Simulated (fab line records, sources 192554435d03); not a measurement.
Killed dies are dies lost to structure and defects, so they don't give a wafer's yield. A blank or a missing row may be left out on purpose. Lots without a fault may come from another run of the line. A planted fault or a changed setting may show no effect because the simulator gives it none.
fab line records | flow n5_finfet
record lots=7 wafers=20 last_day=16
route steps=1938 shown BEOL_M10@1512 PASSIVATION@1936
lots that met no fault: from a run of the same line without faults
start_h: hours from the record's first day to the start of the lot's first wafer shown | wait_h: hours since the lot's step before | " the same as in the row above | L1.1+2: a row that stands for several wafers | - no value, or no start given | * or withheld: withheld | < > ~ a bound
route shown NAME@n: a module of which the file shows steps, and the number in the route of the first | usual: mean/standard deviation of fault-free wafers | same: alike in all rows | chamber/n: place in a boat | sites: the reading at each site | _std_site: their standard deviation | _edge_site: outer sites' mean less inner sites' | radius_mm: how far each site lies from the wafer's centre | mask NAME#n: copy n | behind: the tool/chamber that last shaped the wafer | hold: why the lot was held/for how many hours/how that ended | device: the transistor (n, p or np) that didn't switch | end of line: the same wafers' tests at the end of the route | a step without rows: its recipe alone | killed: dies lost to structure and defects at the first sort, not the wafer's yield | map: a wafer's dies, x killed, . not, _ none there
set.NAME: the setting as run; set.NAME@STEP: as run at that earlier step | model.NAME: the simulator's own value behind a step, which no gauge read
lots at some steps of the route; a table a step, a row a wafer
services: from which hour (start_h, from the record's first day; less than 0 if before it) a tool's chamber was out of use, for how many hours, and why
## steps
# step N5_BEOL_M10_TRENCH_ETCH_37
# recipe chemistry=C4F6/O2 target_depth_a=1488.3 target=SiCOH_lowk time_s=48 ion_energy_ev=250 pressure_mtorr=30 source_w=345 bias_w=185 Ar_flow_sccm=300 C4F6_flow_sccm=10 O2_flow_sccm=10
# usual C4F6_flow_sccm=10.00/0.033 O2_flow_sccm=10.002/0.029 bias_w=185.1/0.58 drypump_motor_current_A=5.7/0.55 mfc_ar_sccm=300.0/0.86 oes_f_703_au=0.82/0.068 oes_o_777_au=0.83/0.07 oes_product_au=0.82/0.066 rf_vpp_V=664/16 showerhead_plenum_p_Torr=2.85/0.096 throttle_valve_pct=20.78/0.17
# same time_s=48
# columns lot.wafer tool chamber start_h wait_h C4F6_flow_sccm O2_flow_sccm bias_w drypump_motor_current_A mfc_ar_sccm oes_f_703_au oes_o_777_au oes_product_au rf_hours_counter_h rf_vpp_V showerhead_plenum_p_Torr throttle_valve_pct
L152.1 rie_diel-05 1 - - 10.02 10.009 185.8 5.5 302.0 0.98 0.99 0.97 7 640 2.81 20.68
L152.4 " 0 " " 10.00 10.011 185.0 5.5 299.3 0.75 0.77 0.77 135 663 2.73 20.75
L152.6 " 3 " " 10.00 10.021 185.5 5.7 299.8 0.84 0.85 0.87 - 678 2.76 20.93
L155.3 rie_diel-06 3 - - 10.03 10.012 184.2 5.7 298.4 0.90 0.91 0.89 29 662 2.78 20.45
L155.4 " 3 " " 10.02 10.021 185.2 5.7 299.0 0.89 0.91 0.89 - 662 2.78 20.45
L155.6 " 2 " " 9.96 9.966 185.0 6.4 300.1 0.84 0.88 0.86 - 683 2.99 20.69
L160.1 rie_diel-06 1 - - 10.01 10.078 186.0 5.6 300.2 0.90 0.89 0.87 26 636 2.91 20.97
L160.5 " 1 " " 10.02 10.017 184.9 5.6 301.7 0.91 0.90 0.88 - 634 2.91 20.96
L160.6 " 2 " " 9.98 10.005 184.6 6.4 299.9 0.84 0.87 0.85 - 685 2.98 20.72
L162.1 rie_diel-05 2 - - 10.00 10.003 184.0 6.5 300.5 0.78 0.80 0.81 76 674 3.00 20.87
L162.3 " 3 " " 10.03 9.983 186.2 5.7 301.6 0.81 0.83 0.84 56 676 2.75 20.96
L162.6 " 3 " " 10.06 9.991 186.3 5.7 300.5 0.82 0.82 0.84 - 677 2.75 20.96
L164.2 rie_diel-05 0 - - 9.95 9.976 184.9 5.5 298.6 0.74 0.75 0.74 155 663 2.72 20.77
L164.5 " 3 " " 10.00 10.006 184.6 5.7 299.3 0.82 0.81 0.83 - 677 2.75 20.94
L164.6 " 2 " " 9.95 9.991 185.4 6.5 299.8 0.78 0.80 0.80 - 675 3.00 20.88
L166.1 rie_diel-06 1 - - 10.04 9.971 185.1 5.5 299.9 0.88 0.87 0.86 39 637 2.91 20.97
L166.2 " 2 " " 9.99 9.989 184.3 6.4 298.6 0.82 0.85 0.84 83 682 2.98 20.72
L166.5 " 1 " " 10.02 10.020 185.4 5.5 299.2 0.88 0.87 0.86 - 635 2.91 20.97
L169.4 rie_diel-06 0 - - 10.01 9.964 184.5 4.8 299.5 0.77 0.80 0.80 104 679 2.72 20.65
L169.5 " 2 " " 9.95 9.960 185.0 6.4 299.4 0.82 0.85 0.82 - 683 2.98 20.74
# step N5_BEOL_M10_ETCH_41
# recipe chemistry=CH3F/O2 target=SiCN target_depth_a=426 taper_deg=2 time_s=86 ion_energy_ev=120 mask_material=TiN pressure_mtorr=30 source_w=395 bias_w=75 Ar_flow_sccm=150 CH3F_flow_sccm=30 O2_flow_sccm=20
# step N5_BEOL_M10_STRIP_77
# recipe chemistry=N2/H2 time_s=10 power_w=450 temp_c=40 pressure_mtorr=20 rf_frequency_hz=6e+07 bias_power_w=7 n2_flow_sccm=200 h2_flow_sccm=200
# usual drypump_motor_current_A=5.7/0.54 oes_product_au=0.82/0.072 rf_vpp_V=59.1/0.93 showerhead_plenum_p_Torr=2.55/0.082 throttle_valve_pct=23.4/0.44
# same time_s=10
# columns lot.wafer tool chamber start_h wait_h drypump_motor_current_A oes_product_au rf_hours_counter_h rf_vpp_V showerhead_plenum_p_Torr throttle_valve_pct
L152.1 rie_diel-05 1 - - 5.5 0.98 7 58.1 2.48 23.4
L152.4 " 0 " " 5.5 0.76 135 57.9 2.46 23.8
L152.6 " 3 " " 5.7 0.87 - 58.4 2.48 24.1
L155.3 rie_diel-06 3 - - 5.7 0.90 29 59.8 2.45 22.8
L155.4 " 3 " " 5.7 0.90 - 60.4 2.45 22.8
L155.6 " 2 " " 6.4 0.87 - 58.8 2.68 23.2
L160.1 rie_diel-06 1 - - 5.5 0.90 26 57.8 2.56 23.0
L160.5 " 1 " " 5.5 0.89 - 58.4 2.56 23.0
L160.6 " 2 " " 6.4 0.85 - 59.4 2.67 23.3
L162.1 rie_diel-05 2 - - 6.5 0.83 76 59.8 2.68 23.7
L162.3 " 3 " " 5.6 0.84 56 59.2 2.48 24.2
L162.6 " 3 " " 5.7 0.84 - 59.3 2.48 24.2
L164.2 rie_diel-05 0 - - 5.5 0.75 155 59.4 2.45 23.8
L164.5 " 3 " " 5.7 0.84 - 58.0 2.47 24.2
L164.6 " 2 " " 6.4 0.81 - 57.8 2.67 23.7
L166.1 rie_diel-06 1 - - 5.6 0.88 39 59.7 2.56 23.0
L166.2 " 2 " " 6.4 0.84 83 59.9 2.67 23.3
L166.5 " 1 " " 5.5 0.87 - 59.4 2.55 23.0
L169.4 rie_diel-06 0 - - 4.9 0.80 104 58.7 2.48 24.1
L169.5 " 2 " " 6.4 0.84 - 58.2 2.67 23.3
# step N5_BEOL_M10_OCD_MEAS_38
# usual trench_depth_nm=149/3.7
# columns lot.wafer tool chamber start_h wait_h trench_depth_nm
L152.1 ocd-02 - 258.07 - 154
L152.4 " - " " 147
L152.6 " - " " 145
L155.3 ocd-01 - 261.41 - 147
L155.4 " - " " 145
L155.6 " - " " 154
L160.1 ocd-01 - 292.72 - 148
L160.5 " - " " 148
L160.6 " - " " 155
L162.1 ocd-01 - 308.39 - 145
L162.3 " - " " 144
L162.6 " - " " 144
L164.2 ocd-02 - 318.75 - 143
L164.5 " - " " 143
L164.6 " - " " 143
L166.1 ocd-02 - 326.36 - 148
L166.2 " - " " 155
L166.5 " - " " 148
L169.4 ocd-02 - 333.75 - 153
L169.5 " - " " 152
# step N5_BEOL_M10_HM_STRIP_39
# recipe chemistry=peroxide_tin_strip material=TiN target_depth_a=250 temp_c=50 time_s=158
# step N5_BEOL_M10_SRD_40
# recipe time_s=30 temp_c=23 rinse_liquid=diw dry=ipa_marangoni
# step N5_BEOL_M10_PRECLEAN_42
# recipe chemistry=residue_remover time_s=60 temp_c=40
# step N5_BEOL_M10_SRD_43
# recipe time_s=30 temp_c=23 rinse_liquid=diw dry=ipa_marangoni
# step N5_BEOL_M10_CD_MEAS_35
# recipe target_cd_nm=70 polarity=opening
# usual cd_nm=70.7/0.78
# columns lot.wafer tool chamber start_h wait_h cd_nm
L152.1 cd_sem-03 - 258.22 0.0 70.7
L152.4 " - " " 72.0
L152.6 " - " " 72.1
L155.3 cd_sem-01 - 261.56 0.0 70.9
L155.4 " - " " 69.5
L155.6 " - " " 69.7
L160.1 cd_sem-02 - 292.87 0.0 70.0
L160.5 " - " " 70.9
L160.6 " - " " 69.6
L162.1 cd_sem-02 - 308.54 0.0 69.7
L162.3 " - " " 70.4
L162.6 " - " " 69.3
L164.2 cd_sem-01 - 318.91 0.0 70.4
L164.5 " - " " 70.2
L164.6 " - " " 69.5
L166.1 cd_sem-03 - 326.51 0.0 71.0
L166.2 " - " " 70.8
L166.5 " - " " 71.1
L169.4 cd_sem-02 - 333.90 0.0 71.3
L169.5 " - " " 70.7
# step N5_BEOL_M10_CURE_72
# recipe temp_c=370 time_s=120 ambient=DMADMS/He material=SiCOH_lowk
# usual lamp_power_pct=52.31/0.054 wafer_temp_C_max=371.6/0.51
# same time_s=120
# columns lot.wafer tool chamber start_h wait_h lamp_power_pct wafer_temp_C_max
L152.1 uv_cure-02 0 258.39 0.2 52.27 371.3
L152.4 " 0 " " 52.31 371.3
L152.6 " 0 " " 52.28 370.8
L155.3 uv_cure-01 0 261.70 0.1 52.28 371.5
L155.4 " 0 " " 52.39 371.6
L155.6 " 0 " " 52.28 371.5
L160.1 uv_cure-03 0 292.91 0.0 52.30 371.2
L160.5 " 0 " " 52.43 371.5
L160.6 " 0 " " 52.27 371.0
L162.1 uv_cure-02 0 308.59 0.0 52.34 371.5
L162.3 " 0 " " 52.30 371.0
L162.6 " 0 " " 52.36 371.7
L164.2 uv_cure-01 0 319.10 0.2 52.25 371.9
L164.5 " 0 " " 52.21 371.5
L164.6 " 0 " " 52.19 371.8
L166.1 uv_cure-02 0 326.55 0.0 52.28 370.7
L166.2 " 0 " " 52.30 371.5
L166.5 " 0 " " 52.31 371.7
L169.4 uv_cure-03 0 334.24 0.3 52.24 371.1
L169.5 " 0 " " 52.31 371.2
# step N5_BEOL_M10_DEGAS_44
# recipe ambient=vacuum temp_c=250 time_s=60
# usual heater_power_w=329/31
# same time_s=60
# columns lot.wafer tool chamber start_h wait_h heater_power_w
L152.1 pvd_sputter-01 - 259.11 0.6 305
L152.4 " - " " 307
L152.6 " - " " 307
L155.3 pvd_sputter-03 - 261.98 0.2 315
L155.4 " - " " 352
L155.6 " - " " 312
L160.1 pvd_sputter-01 - 293.55 0.5 331
L160.5 " - " " 306
L160.6 " - " " 400
L162.1 pvd_sputter-01 - 308.94 0.3 313
L162.3 " - " " 297
L162.6 " - " " 306
L164.2 pvd_sputter-01 - 319.41 0.3 404
L164.5 " - " " 404
L164.6 " - " " 314
L166.1 pvd_sputter-03 - 327.17 0.6 352
L166.2 " - " " 315
L166.5 " - " " 323
L169.4 pvd_sputter-03 - 334.62 0.3 351
L169.5 " - " " 306
# step N5_BEOL_M10_PRE_CLEAN_45
# recipe gas=H2/He time_s=30 temp_c=250
# step N5_BEOL_M10_ALD_74
# recipe material=TaN target_thk_a=20 temp_c=275 ald_precursor_family=PDMAT ald_co_reactant=NH3 pressure_torr=3 carrier_flow_sccm=1500 pulse_time_s=2 purge_time_s=3 co_reactant_purge_time_s=2 co_reactant_pulse_time_s=3 ald_cycles=40 precursor_vessel_temp_c=75 precursor_vessel_pressure_torr=26.25 precursor_vessel_carrier_sccm=1000
# usual ald_cycles=40/0 heater_power_w=394/37
# same co_reactant_pulse_time_s=3 pulse_time_s=2
# columns lot.wafer tool chamber start_h wait_h ald_cycles heater_power_w model.TaN_of_BEOL_M10_ALD_74.thk_nm
L152.1 ald_metal-03 0 259.21 0.0 40 428 2
L152.4 " 2 " " 40 391 2
L152.6 " 0 " " 40 425 2
L155.3 ald_metal-02 1 262.08 0.0 40 356 2
L155.4 " 2 " " 40 378 2
L155.6 " 1 " " 40 337 2
L160.1 ald_metal-01 1 293.67 0.1 40 477 2
L160.5 " 1 " " 40 492 2
L160.6 " 0 " " 40 415 2
L162.1 ald_metal-02 1 309.04 0.0 40 356 2
L162.3 " 0 " " 40 428 2
L162.6 " 0 " " 40 424 2
L164.2 ald_metal-02 3 319.53 0.1 40 452 2
L164.5 " 1 " " 48 351 2.4
L164.6 " 2 " " 40 383 2
L166.1 ald_metal-02 0 327.27 0.0 40 441 2
L166.2 " 3 " " 40 445 2
L166.5 " 3 " " 48 447 2.4
L169.4 ald_metal-02 3 334.72 0.0 48 452 2.4
L169.5 " 1 " " 48 365 2.4
# step N5_BEOL_M10_SURFACE_TREAT_76
# recipe gas=Ar time_s=* ion_energy_ev=* ion_current_ma_cm2=0.5 pressure_mtorr=* ar_flow_sccm=30
# usual throttle_valve_pct=*
# same time_s=*
# columns lot.wafer tool chamber start_h wait_h throttle_valve_pct
L152.1 pvd_sputter-01 - 259.51 0.2 *
L152.4 " - " " *
L152.6 " - " " *
L155.3 pvd_sputter-02 - 262.36 0.2 *
L155.4 " - " " *
L155.6 " - " " *
L160.1 pvd_sputter-01 - 294.21 0.4 *
L160.5 " - " " *
L160.6 " - " " *
L162.1 pvd_sputter-02 - 309.38 0.2 *
L162.3 " - " " *
L162.6 " - " " *
L164.2 pvd_sputter-01 - 319.97 0.3 *
L164.5 " - " " *
L164.6 " - " " *
L166.1 pvd_sputter-02 - 327.60 0.2 *
L166.2 " - " " *
L166.5 " - " " *
L169.4 pvd_sputter-03 - 335.04 0.2 *
L169.5 " - " " *
# step N5_PASSIVATION_PROBE_49
# usual defect_limited_yield=91.6/1.4 killed_at_M0_to_M3=32/9.5 killed_at_M4_up=13/6 killed_at_contacts=12/5.6 killed_at_front_end=39/11 killed_at_other=2.8/2.3 killed_dies=99/16 killed_open=65/12 killed_short=32/7.6 sort_bin_4_leakage=0.1/0.88 sort_bin_5_function=4.8/0.88 sort_bin_6_memory=3.2/0.65 sort_bin_8_speed=0.2/2 sort_n_pass=1077/29 sort_yield_pct=91.2/2.5
# same gross_dies=1180 killed_at_back_side=0
# columns lot.wafer tool chamber start_h wait_h defect_limited_yield[%] killed_at_M0_to_M3 killed_at_M4_up killed_at_contacts killed_at_front_end killed_at_other killed_dies killed_open killed_short sort_bin_4_leakage[%] sort_bin_5_function[%] sort_bin_6_memory[%] sort_bin_8_speed[%] sort_n_pass sort_yield_pct[%]
L169.4 prober-02 - 391.47 0.2 91.6 18 22 16 35 8 99 68 30 0 6.1 2.2 0 1081 91.6
L169.5 prober-02 - 391.52 0.2 92.1 25 16 7 37 8 93 62 30 0 5.0 2.9 0 1087 92.1
# killed by level:class
L169.4 MOL_CONTACT_COAG:geometric_particle:open=14 BEOL_M4:geometric_particle:open=9 STI_FIN_REVEAL:geometric_particle:open=8 FIN_SAQP:geometric_particle:open=6 STI_FIN_REVEAL:geometric_particle:short=4 BEOL_M1:geometric_particle:open=4 BEOL_M2:geometric_particle:open=4 BEOL_M4:geometric_particle:short=4
L169.5 STI_FIN_REVEAL:geometric_particle:open=17 BEOL_M3:geometric_particle:open=8 BEOL_M4:geometric_particle:open=8 BEOL_M0_SAQP:geometric_particle:short=7 MOL_CONTACT_COAG:geometric_particle:open=6 BEOL_M1:geometric_particle:short=4 FIN_SAQP:geometric_particle:short=3 STI_FIN_REVEAL:geometric_particle:short=3
## services
# columns tool chamber start_h hours kind
rie_diel-06 - 236.71 0.9 repair
rie_diel-06 0 252.51 12.0 repair
uv_cure-03 - 265.82 1.0 pm
uv_cure-02 - 272.40 7.0 repair
ald_metal-03 - 287.01 2.8 pm
rie_diel-05 0 291.72 5.4 repair
ald_metal-02 3 294.30 24.3 repair
rie_diel-06 0 295.00 3.9 repair
rie_diel-06 2 319.55 5.6 repair
## key
first_sign step=N5_BEOL_M10_ALD_74 reading=ald_cycles direction=up sigmas=99+ usual=* struck=*
effect none on later readings
model_effect step=N5_BEOL_M10_ALD_74 value=TaN_of_BEOL_M10_ALD_74.thk_nm without=2 struck=2.4
met_at N5_BEOL_M10_ALD_74
struck_wafers L164.5,L166.5,L169.4,L169.5
baseline_loss step=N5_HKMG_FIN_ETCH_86 wafers=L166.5
onset_between 309.04 319.53
fault kind=process_parameter_drift tool=ald_metal-02 chamber=- onset_h=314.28 steps=N5_BEOL_M10_ALD_74 channel=ald_cycles offset=* shape=step end_h=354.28 scope=struck_wafers_only acts_in=* stated=*
# baseline_loss: these wafers lose ten dies or more at that step, a loss of the line's own and not of a fault; the sort's usual values leave them out
